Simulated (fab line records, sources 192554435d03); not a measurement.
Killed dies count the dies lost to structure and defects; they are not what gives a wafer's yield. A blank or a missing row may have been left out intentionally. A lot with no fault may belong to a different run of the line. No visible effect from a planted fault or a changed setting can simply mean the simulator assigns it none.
fab line records	flow n5Finfet
record: lots: 10	wafers: 27	lastDay: 17
route steps=1938 shown BEOL_M8@1348 PASSIVATION@1936
lots untouched by any fault: they come from a run of this same line in which no faults occurred
startH: hours from the record's opening day to when the first of the lot's shown wafers began	waitH: hours elapsed since this lot's preceding step	" repeats the value in the row above	L1.1+2: several wafers, shown together as one row	- no value, or no start was given	* or withheld: withheld	< > ~ a bound
route shown NAME@n: a module of which the file shows steps, and the number in the route of the first	usual: mean/standard deviation taken from wafers without a fault	same: alike in all rows	chamber/n: place in a boat	sites: the reading at each site	_std_site: standard deviation of those values	_edge_site: inner sites' mean taken away from outer sites' mean	radiusMm: how far each site lies from the wafer's centre	mask NAME#n: copy n	behind: tool/chamber where the wafer was last shaped	hold: cause of the lot's hold/its duration in hours/its outcome	device: which transistor (n, p or np) failed to switch	end of line: at the end of the route, the tests of the same wafers	a step given without rows: its recipe and nothing more	killed: at the first sort, the dies lost to defects and structure; wafer yield is something else	map: per-die view of a wafer (x killed, . not killed, _ where there is no die)
set.NAME: the setting the step ran with; set.NAME@STEP: the setting that earlier step ran with	model.NAME: the simulator's own value behind a step, which no gauge read
a sample of lots followed through the steps of the route, with each step as a table and each wafer as a row
services: when a tool's chamber went out of use (startH, in hours from the record's first day, below 0 if earlier), for how many hours, and the reason
== steps ==
step: N5_BEOL_M8_DESCUM_16
recipe: chemistry: O2	timeS: 7.9	sourcePowerW: 50	biasPowerW: 20	pressureMtorr: 20	rfFrequencyHz: 2.712e+07	tempC: 40	resist: CAR-ArF	o2FlowSccm: 225
usual: drypumpMotorCurrentA: 5.8/0.39	oesProductAu: 0.82/0.077	rfVppV: 243.3/1.5	showerheadPlenumPTorr: 2.10/0.079	throttleValvePct: 20.29/0.16
lot.wafer	tool	chamber	startH	waitH	drypumpMotorCurrentA	oesProductAu	rfHoursCounterH	rfVppV	showerheadPlenumPTorr	throttleValvePct
L514.1	rieDiel-02	1	208.70	0.0	5.6	0.67	247	241.7	1.97	20.50
L514.2	"	0	"	"	5.9	0.88	61	245.0	2.11	20.27
L514.3	"	3	"	"	6.3	0.71	210	245.2	2.15	20.09
L516.3	rieDiel-02	3	212.19	0.0	6.3	0.70	211	245.7	2.15	20.11
L516.4	"	2	"	"	5.9	0.73	181	241.7	1.99	20.40
L516.5	"	0	"	"	5.9	0.87	-	243.5	2.11	20.29
L518.2	rieDiel-04	1	238.27	2.0	5.7	0.73	195	243.4	2.18	20.41
L518.3	"	3	"	"	5.5	0.79	85	241.3	2.01	20.14
L518.4	"	3	"	"	5.5	0.79	-	240.8	2.01	20.14
L525.3	rieDiel-03	1	276.35	0.4	6.2	0.84	47	243.5	2.14	20.51
L525.5	"	3	"	"	6.1	0.81	-	243.2	2.10	20.35
L525.6	"	0	"	"	5.8	0.88	-	242.6	2.03	20.17
L527.1	rieDiel-03	3	286.34	0.1	6.0	0.80	94	242.7	2.10	20.36
L527.3	"	2	"	"	4.8	0.87	26	243.3	2.04	20.24
L527.6	"	1	"	"	6.2	0.83	-	244.0	2.14	20.51
L530.4	rieDiel-04	1	298.88	0.0	5.7	0.72	220	242.6	2.17	20.44
L530.6	"	3	"	"	5.5	0.76	-	240.0	2.01	20.17
L532.1	rieDiel-02	0	302.40	0.0	5.9	0.83	98	243.6	2.10	20.32
L532.4	"	2	"	"	5.9	0.70	213	242.0	1.98	20.46
L529.1	rieDiel-04	1	310.98	0.0	5.7	0.72	224	243.2	2.17	20.45
L529.2	"	3	"	"	5.5	0.77	110	242.9	2.00	20.18
L529.4	"	2	"	"	6.3	0.94	25	240.7	2.06	20.30
L534.1	rieDiel-03	0	331.37	0.2	5.7	0.86	54	244.8	2.02	20.22
L534.5	"	0	"	"	5.8	0.85	-	244.3	2.02	20.20
L536.3	rieDiel-02	1	338.11	0.0	5.6	0.87	35	245.3	2.22	20.20
L536.5	"	3	"	"	6.3	1.01	-	244.5	2.14	19.90
L536.6	"	0	"	"	5.9	0.81	-	244.3	2.10	20.35
step: N5_BEOL_M8_STRIP_67
recipe: chemistry: CF4	resist: SiARC	powerW: 300	biasPowerW: 75	pressureMtorr: 50	cf4FlowSccm: 150	rfFrequencyHz: 6e+07
usual: drypumpMotorCurrentA: 5.8/0.38	oesProductAu: 0.82/0.072	rfVppV: 271.3/1.6	showerheadPlenumPTorr: 1.80/0.061	throttleValvePct: 13.44/0.17
lot.wafer	tool	chamber	startH	waitH	drypumpMotorCurrentA	oesProductAu	rfHoursCounterH	rfVppV	showerheadPlenumPTorr	throttleValvePct
L514.1	rieDiel-02	1	208.94	0.0	5.6	0.68	247	268.2	1.70	13.80
L514.2	"	0	"	"	5.9	0.86	61	272.1	1.82	13.38
L514.3	"	3	"	"	6.3	0.71	210	272.0	1.84	13.46
L516.3	rieDiel-02	3	212.43	0.0	6.3	0.70	211	273.9	1.84	13.44
L516.4	"	2	"	"	5.9	0.74	181	268.1	1.71	13.64
L516.5	"	0	"	"	5.9	0.87	-	271.8	1.82	13.37
L518.2	rieDiel-04	1	238.51	0.0	5.7	0.73	195	272.3	1.85	13.58
L518.3	"	3	"	"	5.5	0.79	85	270.0	1.74	13.42
L518.4	"	3	"	"	5.5	0.80	-	269.1	1.74	13.44
L525.3	rieDiel-03	1	276.58	0.0	6.2	0.86	47	274.2	1.81	13.36
L525.5	"	3	"	"	6.1	0.80	-	270.9	1.81	13.55
L525.6	"	0	"	"	5.8	0.87	-	270.8	1.76	13.32
L527.1	rieDiel-03	3	286.58	0.0	6.1	0.81	94	269.0	1.81	13.58
L527.3	"	2	"	"	4.8	0.88	26	269.5	1.75	13.34
L527.6	"	1	"	"	6.3	0.85	-	271.8	1.81	13.39
L530.4	rieDiel-04	1	299.12	0.0	5.7	0.72	220	271.3	1.84	13.64
L530.6	"	3	"	"	5.5	0.79	-	270.6	1.74	13.48
L532.1	rieDiel-02	0	302.64	0.0	5.9	0.82	98	273.4	1.81	13.46
L532.4	"	2	"	"	5.9	0.72	213	269.0	1.70	13.71
L529.1	rieDiel-04	1	311.22	0.0	5.7	0.71	224	271.7	1.84	13.62
L529.2	"	3	"	"	5.5	0.78	110	269.4	1.74	13.48
L529.4	"	2	"	"	6.3	0.92	25	271.2	1.75	13.27
L534.1	rieDiel-03	0	331.61	0.0	5.7	0.85	54	270.1	1.75	13.37
L534.5	"	0	"	"	5.8	0.84	-	271.3	1.75	13.39
L536.3	rieDiel-02	1	338.34	0.0	5.6	0.87	35	272.5	1.90	13.31
L536.5	"	3	"	"	6.3	0.98	-	272.4	1.83	12.98
L536.6	"	0	"	"	5.9	0.80	-	272.0	1.80	13.49
step: N5_BEOL_M8_DESCUM_33
recipe: chemistry: O2	timeS: 7	sourcePowerW: 50	biasPowerW: 20	pressureMtorr: 20	rfFrequencyHz: 2.712e+07	tempC: 40	resist: CAR-EUV	o2FlowSccm: 225
usual: drypumpMotorCurrentA: 5.8/0.35	oesProductAu: 0.83/0.09	rfVppV: 243.3/1.6	showerheadPlenumPTorr: 2.11/0.083	throttleValvePct: 20.28/0.14
lot.wafer	tool	chamber	startH	waitH	drypumpMotorCurrentA	oesProductAu	rfHoursCounterH	rfVppV	showerheadPlenumPTorr	throttleValvePct
L514.1	rieDiel-03	2	217.94	0.0	4.8	0.93	8	243.6	2.04	20.22
L514.2	"	3	"	"	6.1	0.83	75	244.4	2.11	20.30
L514.3	"	1	"	"	6.3	0.86	31	243.7	2.15	20.47
L516.3	rieDiel-04	1	218.47	0.4	5.7	0.75	184	246.6	2.18	20.37
L516.4	"	3	"	"	5.5	0.81	-	242.2	2.02	20.13
L516.5	"	0	"	"	5.5	0.88	-	244.7	2.22	20.13
L518.2	rieDiel-04	1	240.99	1.8	5.7	0.74	197	245.0	2.18	20.40
L518.3	"	0	"	"	5.5	0.87	51	244.6	2.22	20.15
L518.4	"	1	"	"	5.7	0.74	-	243.6	2.18	20.40
L525.3	rieDiel-04	3	278.31	0.0	5.5	0.78	98	241.3	2.01	20.17
L525.5	"	0	"	"	5.6	0.84	-	245.6	2.21	20.17
L525.6	"	1	"	"	5.7	0.72	-	244.4	2.17	20.41
L527.1	rieDiel-02	2	290.86	0.0	5.9	0.72	209	242.5	1.98	20.45
L527.3	"	3	"	"	6.3	0.69	244	243.3	2.14	20.15
L527.6	"	2	"	"	5.9	0.71	-	242.7	1.98	20.44
L530.4	rieDiel-04	3	299.78	0.0	5.5	0.78	105	241.1	2.01	20.18
L530.6	"	1	"	"	5.7	0.73	-	243.9	2.17	20.43
L532.1	rieDiel-04	3	306.09	0.1	5.5	0.76	108	242.4	2.00	20.17
L532.4	"	0	"	"	5.5	0.83	78	245.0	2.21	20.17
L529.1	rieDiel-02	0	314.29	0.0	5.9	0.83	103	244.1	2.10	20.33
L529.2	"	1	"	"	5.6	0.90	24	246.8	2.23	20.20
L529.4	"	1	"	"	5.6	0.89	-	244.4	2.23	20.20
L534.1	rieDiel-04	1	333.13	0.0	5.7	0.71	231	244.2	2.16	20.43
L534.5	"	2	"	"	6.3	0.91	-	240.4	2.06	20.30
L536.3	rieDiel-02	2	340.85	0.0	5.9	0.70	229	242.1	1.98	20.47
L536.5	"	1	"	"	5.6	0.86	-	244.3	2.22	20.23
L536.6	"	0	"	"	5.9	0.81	-	243.6	2.10	20.34
step: N5_BEOL_M8_ETCH_65
recipe: chemistry: CF4	target: SiARC	targetDepthA: 156	maskMaterial: CAR-EUV	timeS: 26	ionEnergyEv: 80	pressureMtorr: 40	sourceW: 545	biasW: 36	Ar_flow_sccm: 100	cf4FlowSccm: 100	ends: cleared
usual: drypumpMotorCurrentA: 5.8/0.35	etchRfOnTimeS: 25.8/0.45	oesProductAu: 0.71/0.076	rfVppV: 184.3/1.1	showerheadPlenumPTorr: 2.16/0.079	throttleValvePct: 15.47/0.15
lot.wafer	tool	chamber	startH	waitH	drypumpMotorCurrentA	etchRfOnTimeS	oesProductAu	rfHoursCounterH	rfVppV	showerheadPlenumPTorr	throttleValvePct
L514.1	rieDiel-03	2	217.99	0.0	4.8	25.6	0.79	8	182.3	2.10	15.40
L514.2	"	3	"	"	6.1	26.3	0.70	75	184.6	2.16	15.56
L514.3	"	1	"	"	6.2	26.3	0.74	31	185.5	2.18	15.49
L516.3	rieDiel-04	1	218.52	0.0	5.7	25.9	0.63	184	186.0	2.22	15.56
L516.4	"	3	"	"	5.6	25.4	0.71	-	182.2	2.08	15.42
L516.5	"	0	"	"	5.5	25.8	0.76	-	185.4	2.28	15.34
L518.2	rieDiel-04	1	241.04	0.0	5.7	25.9	0.63	197	185.4	2.22	15.59
L518.3	"	0	"	"	5.5	25.9	0.73	51	186.5	2.28	15.34
L518.4	"	1	"	"	5.7	26.0	0.63	-	185.1	2.22	15.60
L525.3	rieDiel-04	3	278.37	0.0	5.5	25.5	0.68	98	184.2	2.07	15.46
L525.5	"	0	"	"	5.5	25.5	0.73	-	185.1	2.27	15.38
L525.6	"	1	"	"	5.7	26.2	0.62	-	185.2	2.21	15.60
L527.1	rieDiel-02	2	290.91	0.0	5.9	26.1	0.61	209	183.4	2.04	15.73
L527.3	"	3	"	"	6.3	26.9	0.58	244	184.7	2.19	15.51
L527.6	"	2	"	"	5.9	26.0	0.61	-	182.4	2.04	15.72
L530.4	rieDiel-04	3	299.83	0.0	5.5	25.6	0.67	105	184.6	2.07	15.50
L530.6	"	1	"	"	5.7	18.6	0.75	-	183.7	2.21	15.63
L532.1	rieDiel-04	3	306.14	0.0	5.5	18.6	0.82	108	183.6	2.07	15.48
L532.4	"	0	"	"	5.5	25.8	0.71	78	186.2	2.27	15.42
L529.1	rieDiel-02	0	314.34	0.0	5.9	25.4	0.70	103	184.7	2.16	15.53
L529.2	"	1	"	"	5.6	25.1	0.77	24	185.3	2.27	15.31
L529.4	"	1	"	"	5.6	25.3	0.77	-	186.0	2.27	15.31
L534.1	rieDiel-04	1	333.18	0.0	5.7	18.7	0.73	231	184.7	2.20	15.68
L534.5	"	2	"	"	6.3	25.7	0.77	-	183.0	2.10	15.38
L536.3	rieDiel-02	2	340.90	0.0	5.9	26.0	0.60	229	182.4	2.03	15.77
L536.5	"	1	"	"	5.6	25.3	0.76	-	184.0	2.26	15.34
L536.6	"	0	"	"	5.9	25.7	0.69	-	184.2	2.15	15.53
step: N5_PASSIVATION_PROBE_49
usual: defectLimitedYield: 91.4/1.5	killed_at_M0_to_M3: 32/9.8	killed_at_M4_up: 15/5.6	killedAtContacts: 12/5.4	killedAtFrontEnd: 40/13	killedAtOther: 3.0/2.1	killedDies: 102/17	killedOpen: 67/13	killedShort: 32/7.1	sort_bin_5_function: 5.1/0.96	sort_bin_6_memory: 3.2/0.7	sort_bin_8_speed: 0.0/0.3	sortNPass: 1078/18	sortYieldPct: 91.3/1.5
same: grossDies: 1180	killedAtBackSide: 0	sort_bin_4_leakage[%]: 0
lot.wafer	tool	chamber	startH	waitH	defectLimitedYield[%]	killed_at_M0_to_M3	killed_at_M4_up	killedAtContacts	killedAtFrontEnd	killedAtOther	killedDies	killedOpen	killedShort	sort_bin_5_function[%]	sort_bin_6_memory[%]	sort_bin_8_speed[%]	sortNPass	sortYieldPct[%]
L514.1	prober-01	-	287.99	0.0	90.8	36	11	15	44	3	109	78	27	6.1	3.1	0	1071	90.8
L514.2	prober-01	-	288.04	0.1	92.1	17	28	15	32	1	93	66	26	5.0	2.5	0	1087	92.1
L514.3	prober-01	-	288.09	0.1	92.0	32	9	20	31	2	94	59	34	5.5	2.0	0	1086	92.0
L516.3	prober-02	-	291.86	0.1	91.5	39	9	10	39	3	100	66	32	5.5	2.6	0	1080	91.5
L516.4	prober-02	-	291.91	0.2	89.8	27	15	17	61	0	120	81	37	5.5	4.3	0	1060	89.8
L516.5	prober-02	-	291.96	0.2	91.9	21	13	14	46	1	95	65	25	5.3	2.3	1.1	1072	90.8
L518.2	prober-01	-	312.35	0.1	92.5	30	23	6	29	1	89	58	30	5.0	2.4	0	1091	92.5
L518.3	prober-01	-	312.40	0.1	92.9	21	25	8	28	2	84	53	25	4.8	2.3	0	1096	92.9
L518.4	prober-01	-	312.45	0.2	93.2	23	17	3	37	0	80	55	18	3.4	3.0	0	1100	93.2
L525.3	prober-02	-	352.50	0.1	91.9	11	13	27	44	0	95	62	25	3.8	3.6	0	1085	91.9
L525.5	prober-02	-	352.60	0.2	92.8	26	13	11	32	3	85	54	30	4.7	2.3	0	1095	92.8
L525.6	prober-02	-	352.65	0.3	93.7	18	15	15	25	1	74	41	31	3.5	2.5	0	1106	93.7
L527.1	prober-02	-	359.80	0.0	91.4	36	14	13	38	1	102	73	28	4.8	3.5	0	1078	91.4
L527.3	prober-02	-	359.90	0.1	92.6	32	14	7	31	3	87	59	27	4.2	2.9	0	1093	92.6
L527.6	prober-02	-	360.05	0.3	91.4	21	19	5	54	2	101	71	26	5.2	3.0	0	1079	91.4
L530.4	prober-02	-	369.95	0.2	90.5	32	11	20	46	3	112	74	36	5.5	3.9	0	1068	90.5
L530.6	prober-02	-	370.05	0.3	91.2	29	12	14	44	5	104	71	28	4.8	3.6	0	1076	91.2
L532.1	prober-01	-	370.25	0.0	90.7	47	8	6	47	2	110	72	31	5.5	3.2	0	1070	90.7
L532.4	prober-01	-	370.40	0.2	91.7	28	15	7	42	6	98	63	26	5.3	2.5	0	1082	91.7
L529.1	prober-02	-	384.38	0.0	89.4	47	20	16	40	2	125	83	41	7.0	3.1	0	1055	89.4
L529.2	prober-02	-	384.43	0.1	90.2	35	7	19	52	3	116	77	28	5.6	3.2	0	1064	90.2
L529.4	prober-02	-	384.53	0.2	91.0	43	17	14	30	2	106	80	25	4.8	3.8	0	1074	91.0
L534.1	prober-01	-	404.01	0.0	90.1	35	19	15	46	2	117	72	43	6.6	3.1	0	1063	90.1
L534.5	prober-01	-	404.21	0.2	91.8	36	11	21	24	5	97	49	46	4.0	4.0	0	1083	91.8
L536.3	prober-01	-	413.68	0.1	92.6	32	13	16	24	2	87	54	32	4.2	2.9	0	1093	92.6
L536.5	prober-01	-	413.78	0.2	92.4	19	9	20	40	2	90	69	20	4.1	3.6	0	1090	92.4
L536.6	prober-01	-	413.83	0.3	91.6	33	8	13	43	2	99	63	36	4.9	3.1	0	1081	91.6
killed by level:class
L514.1 STI_FIN_REVEAL:geometricParticle:open=14 MOL_CONTACT_COAG:geometricParticle:open=13 BEOL_M0_SAQP:geometricParticle:open=12 FIN_SAQP:geometricParticle:open=9 BEOL_M0_SAQP:geometricParticle:short=7 BEOL_M2:geometricParticle:open=5 BEOL_M3:geometricParticle:open=5 ILD0:geometricParticle:open=4
L514.2 BEOL_M4:geometricParticle:open=20 MOL_CONTACT_COAG:geometricParticle:open=12 STI_FIN_REVEAL:geometricParticle:open=10 BEOL_M0_SAQP:geometricParticle:short=5 STARTING-WAFER:geometricParticle:open=5 GATE_CUT:geometricParticle:open=3 MOL_CONTACT_COAG:geometricParticle:short=3 BEOL_M1:geometricParticle:open=3
L514.3 MOL_CONTACT_COAG:geometricParticle:open=11 BEOL_M0_SAQP:geometricParticle:open=11 STI_FIN_REVEAL:geometricParticle:open=8 BEOL_M0_SAQP:geometricParticle:short=8 MOL_CONTACT_COAG:geometricParticle:short=8 GATE_CUT:geometricParticle:short=7 BEOL_M3:geometricParticle:open=6 FIN_SAQP:geometricParticle:open=3
L516.3 STI_FIN_REVEAL:geometricParticle:open=11 MOL_CONTACT_COAG:geometricParticle:open=8 BEOL_M2:geometricParticle:open=8 BEOL_M0_SAQP:geometricParticle:short=7 BEOL_M0_SAQP:geometricParticle:open=7 BEOL_M1:geometricParticle:open=7 GATE_CUT:geometricParticle:short=4 BEOL_M2:geometricParticle:short=4
L516.4 STI_FIN_REVEAL:geometricParticle:open=17 FIN_SAQP:geometricParticle:open=15 BEOL_M1:geometricParticle:open=13 MOL_CONTACT_COAG:geometricParticle:open=13 FIN_SAQP:geometricParticle:short=7 GATE_CUT:geometricParticle:short=7 STI_FIN_REVEAL:geometricParticle:short=5 BEOL_M4:geometricParticle:open=5
L516.5 STI_FIN_REVEAL:geometricParticle:open=13 MOL_CONTACT_COAG:geometricParticle:open=12 GATE_CUT:geometricParticle:short=7 BEOL_M2:geometricParticle:open=6 BEOL_M4:geometricParticle:open=6 FIN_SAQP:geometricParticle:open=5 ILD0:geometricParticle:open=4 BEOL_M0_SAQP:geometricParticle:short=3
L518.2 BEOL_M4:geometricParticle:open=16 BEOL_M3:geometricParticle:open=9 BEOL_M1:geometricParticle:open=7 STARTING-WAFER:geometricParticle:short=6 STI_FIN_REVEAL:geometricParticle:open=5 MOL_CONTACT_COAG:geometricParticle:open=5 BEOL_M0_SAQP:geometricParticle:short=5 BEOL_M4:geometricParticle:short=5
L518.3 BEOL_M4:geometricParticle:open=13 MOL_CONTACT_COAG:geometricParticle:open=8 GATE_CUT:geometricParticle:short=6 BEOL_M0_SAQP:geometricParticle:open=6 FIN_CUT:geometricParticle:short=4 GATE_CUT:geometricParticle:open=4 BEOL_M0_SAQP:geometricParticle:short=4 BEOL_M1:geometricParticle:open=3
L518.4 BEOL_M4:geometricParticle:open=9 BEOL_M3:geometricParticle:open=6 BEOL_M2:geometricParticle:open=5 FIN_SAQP:geometricParticle:open=4 FIN_CUT:geometricParticle:open=4 STI_FIN_REVEAL:geometricParticle:open=4 HKMG_FIN:areaEtch=4 FIN_SAQP:geometricParticle:short=3
L525.3 MOL_CONTACT_COAG:geometricParticle:open=22 BEOL_M5:geometricParticle:open=8 HKMG_FIN:areaEtch=6 FIN_SAQP:geometricParticle:short=5 STI_FIN_REVEAL:geometricParticle:open=5 STARTING-WAFER:geometricParticle:open=5 GATE_CUT:geometricParticle:short=4 MOL_CONTACT_COAG:geometricParticle:short=4
L525.5 BEOL_M0_SAQP:geometricParticle:short=12 MOL_CONTACT_COAG:geometricParticle:open=8 STI_FIN_REVEAL:geometricParticle:open=7 GATE_CUT:geometricParticle:open=7 GATE_CUT:geometricParticle:short=6 STARTING-WAFER:geometricParticle:open=5 BEOL_M0_SAQP:geometricParticle:open=4 BEOL_M8:geometricParticle:open=3
L525.6 MOL_CONTACT_COAG:geometricParticle:open=11 GATE_CUT:geometricParticle:short=7 FIN_SAQP:geometricParticle:short=5 BEOL_M1:geometricParticle:open=5 BEOL_M0_SAQP:geometricParticle:short=5 MOL_CONTACT_COAG:geometricParticle:short=4 BEOL_M4:geometricParticle:open=4 BEOL_M5:geometricParticle:open=4
L527.1 BEOL_M0_SAQP:geometricParticle:open=12 MOL_CONTACT_COAG:geometricParticle:open=11 BEOL_M3:geometricParticle:open=8 STI_FIN_REVEAL:geometricParticle:open=7 GATE_CUT:geometricParticle:short=7 BEOL_M0_SAQP:geometricParticle:short=7 FIN_SAQP:geometricParticle:short=5 BEOL_M4:geometricParticle:open=5
L527.3 FIN_SAQP:geometricParticle:open=11 BEOL_M3:geometricParticle:open=9 BEOL_M2:geometricParticle:open=7 BEOL_M4:geometricParticle:open=7 MOL_CONTACT_COAG:geometricParticle:open=6 BEOL_M2:geometricParticle:short=6 STI_FIN_REVEAL:geometricParticle:open=4 GATE_CUT:geometricParticle:short=4
L527.6 FIN_SAQP:geometricParticle:open=13 STI_FIN_REVEAL:geometricParticle:open=11 BEOL_M3:geometricParticle:open=8 BEOL_M4:geometricParticle:open=7 GATE_CUT:geometricParticle:open=5 GATE_CUT:geometricParticle:short=5 MOL_CONTACT_COAG:geometricParticle:open=4 BEOL_M6:geometricParticle:open=4
L530.4 STI_FIN_REVEAL:geometricParticle:open=20 MOL_CONTACT_COAG:geometricParticle:open=11 MOL_CONTACT_COAG:geometricParticle:short=9 BEOL_M4:geometricParticle:open=9 STI_FIN_REVEAL:geometricParticle:short=8 BEOL_M0_SAQP:geometricParticle:short=8 FIN_SAQP:geometricParticle:open=5 GATE_CUT:geometricParticle:short=5
L530.6 STI_FIN_REVEAL:geometricParticle:open=25 MOL_CONTACT_COAG:geometricParticle:open=13 BEOL_M0_SAQP:geometricParticle:open=8 BEOL_M2:geometricParticle:open=8 STI_FIN_REVEAL:geometricParticle:short=6 BEOL_M4:geometricParticle:open=5 BEOL_M0_SAQP:geometricParticle:short=3 BEOL_M1:geometricParticle:open=3
L532.1 BEOL_M2:geometricParticle:open=19 FIN_SAQP:geometricParticle:open=8 STI_FIN_REVEAL:geometricParticle:open=8 FIN_SAQP:geometricParticle:short=7 BEOL_M0_SAQP:geometricParticle:short=6 HKMG_FIN:areaEtch=6 MOL_CONTACT_COAG:geometricParticle:open=5 BEOL_M0_SAQP:geometricParticle:open=5
L532.4 STI_FIN_REVEAL:geometricParticle:open=11 BEOL_M2:geometricParticle:open=8 BEOL_M0_SAQP:geometricParticle:open=7 MOL_CONTACT_COAG:geometricParticle:open=6 FIN_SAQP:geometricParticle:open=5 BEOL_M0_SAQP:geometricParticle:short=5 DUMMY_GATE:geometricParticle:open=5 HKMG_FIN:areaEtch=5
L529.1 BEOL_M3:geometricParticle:open=15 MOL_CONTACT_COAG:geometricParticle:open=13 BEOL_M4:geometricParticle:open=12 BEOL_M0_SAQP:geometricParticle:short=9 STI_FIN_REVEAL:geometricParticle:open=8 BEOL_M2:geometricParticle:open=7 FIN_SAQP:geometricParticle:short=6 BEOL_M0:geometricParticle:open=6
L529.2 MOL_CONTACT_COAG:geometricParticle:open=17 BEOL_M2:geometricParticle:open=11 STI_FIN_REVEAL:geometricParticle:open=10 DUMMY_GATE:geometricParticle:open=10 HKMG_FIN:areaEtch=9 BEOL_M1:geometricParticle:open=8 GATE_CUT:geometricParticle:short=6 BEOL_M3:geometricParticle:open=6
L529.4 STI_FIN_REVEAL:geometricParticle:open=13 MOL_CONTACT_COAG:geometricParticle:open=10 BEOL_M0_SAQP:geometricParticle:open=8 BEOL_M3:geometricParticle:open=8 BEOL_M1:geometricParticle:open=7 BEOL_M2:geometricParticle:open=7 DUMMY_GATE:geometricParticle:open=5 BEOL_M0:geometricParticle:open=5
L534.1 FIN_SAQP:geometricParticle:short=11 BEOL_M0_SAQP:geometricParticle:open=11 BEOL_M4:geometricParticle:open=10 MOL_CONTACT_COAG:geometricParticle:open=10 STI_FIN_REVEAL:geometricParticle:open=9 BEOL_M0_SAQP:geometricParticle:short=9 FIN_SAQP:geometricParticle:open=6 MOL_CONTACT_COAG:geometricParticle:short=5
L534.5 MOL_CONTACT_COAG:geometricParticle:short=12 BEOL_M0_SAQP:geometricParticle:short=11 BEOL_M0_SAQP:geometricParticle:open=10 MOL_CONTACT_COAG:geometricParticle:open=9 FIN_SAQP:geometricParticle:short=8 BEOL_M3:geometricParticle:open=5 FIN_SAQP:geometricParticle:open=4 GATE_CUT:geometricParticle:short=4
L536.3 BEOL_M0_SAQP:geometricParticle:short=12 MOL_CONTACT_COAG:geometricParticle:open=10 BEOL_M0_SAQP:geometricParticle:open=9 MOL_CONTACT_COAG:geometricParticle:short=6 GATE_CUT:geometricParticle:short=5 BEOL_M3:geometricParticle:open=4 BEOL_M4:geometricParticle:open=4 DUMMY_GATE:geometricParticle:open=3
L536.5 STI_FIN_REVEAL:geometricParticle:open=18 MOL_CONTACT_COAG:geometricParticle:open=18 BEOL_M0_SAQP:geometricParticle:open=7 BEOL_M0_SAQP:geometricParticle:short=5 FIN_SAQP:geometricParticle:open=4 BEOL_M1:geometricParticle:open=4 FIN_SAQP:geometricParticle:short=3 DUMMY_GATE:geometricParticle:open=3
L536.6 BEOL_M0_SAQP:geometricParticle:open=15 BEOL_M0_SAQP:geometricParticle:short=13 FIN_SAQP:geometricParticle:open=9 FIN_SAQP:geometricParticle:short=8 MOL_CONTACT_COAG:geometricParticle:open=8 DUMMY_GATE:geometricParticle:open=7 STI_FIN_REVEAL:geometricParticle:open=5 MOL_CONTACT_COAG:geometricParticle:short=5
== services ==
tool	chamber	startH	hours	kind
rieDiel-03	-	212.07	0.1	repair
rieDiel-04	2	216.41	-	clean
rieDiel-04	2	216.41	-	consumableReplace:focusRing
rieDiel-04	2	216.41	23.9	scheduledDown
rieDiel-04	2	216.41	23.9	ventCycle
rieDiel-02	1	219.16	-	clean
rieDiel-02	1	219.16	-	consumableReplace:focusRing
rieDiel-02	1	219.16	-	consumableReplace:showerhead
rieDiel-02	1	219.16	21.4	scheduledDown
rieDiel-02	1	219.16	21.4	ventCycle
rieDiel-03	-	223.88	15.6	pm
rieDiel-04	3	238.86	7.2	repair
rieDiel-02	3	311.75	-	clean
rieDiel-02	3	311.75	-	consumableReplace:focusRing
rieDiel-02	3	311.75	20.7	scheduledDown
rieDiel-02	3	311.75	20.7	ventCycle
== key ==
firstSign: step: N5_BEOL_M8_ETCH_65	reading: etchRfOnTimeS	direction: down	sigmas: 16	usual: *	struck: *
effect none on later readings
metAt N5_BEOL_M8_ETCH_65
struckLots L530,L532,L534
struckWafers L530.6,L532.1,L534.1
notActingAt N5_BEOL_M8_DESCUM_16,N5_BEOL_M8_STRIP_67,N5_BEOL_M8_DESCUM_33
onsetBetween 278.37 299.83
fault: kind: processParameterDrift	tool: rieDiel-04	chamber: -	onsetH: 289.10	steps: N5_BEOL_M8_ETCH_65	channel: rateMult	offset: 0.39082	shape: step	endH: 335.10	scope: struckWafersOnly
